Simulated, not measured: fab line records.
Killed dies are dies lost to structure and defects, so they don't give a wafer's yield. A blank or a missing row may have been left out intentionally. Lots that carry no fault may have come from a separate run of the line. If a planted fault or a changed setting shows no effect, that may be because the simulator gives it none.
Matching of chambers    flow nandHarc    4 sister chambers for NHARC_A_CONTACT_ETCH_91 on rieDiel-01
The step etches the open film in CH3F/O2, target depth 40 nm, time 85.7 s. 4 wafers are shown with their chamber, then 10 later ones without.

== WAFERS PAIRED WITH THEIR CHAMBERS ==
wafer   chamber  showerheadPlenumPTorr (Torr)
L089.4  0        2.34
L093.4  1        2.53
L092.1  3        2.63
L092.3  2        2.31

== WAFERS WITH NO CHAMBER GIVEN ==
wafer   showerheadPlenumPTorr (Torr)
L092.4  2.53
L097.1  2.33
L097.2  2.31
L097.5  2.52
L094.2  2.33
L094.4  2.63
L094.6  2.31
L096.1  2.52
L096.5  2.30
L096.6  2.52

== CHAMBER TAKEN BY EACH ==
wafer   from the rows above      in truth
L092.4  1                        1
L097.1  can't be placed: 0 or 2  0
L097.2  2                        2
L097.5  1                        1
L094.2  can't be placed: 0 or 2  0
L094.4  3                        3
L094.6  2                        2
L096.1  1                        1
L096.5  2                        2
L096.6  1                        1
Correctly placed: 8 of 10. Can't be placed from these rows: 2 (the true chamber is among the candidates in 2). Wrongly placed: 0.
How it was worked out, from the rows above alone: a wafer's distance from a chamber is the root of the sum, over the readings, of the square of ((its reading less the chamber's mean) divided by the reading's scatter). The wafer belongs to the nearest chamber; if the next one is less than 2 further off, it can't be placed. Each chamber's mean is taken over the wafers shown for it. The scatter (one wafer shown for each chamber): square how far every hidden wafer sits from the nearest shown wafer, average those squares and take the square root.
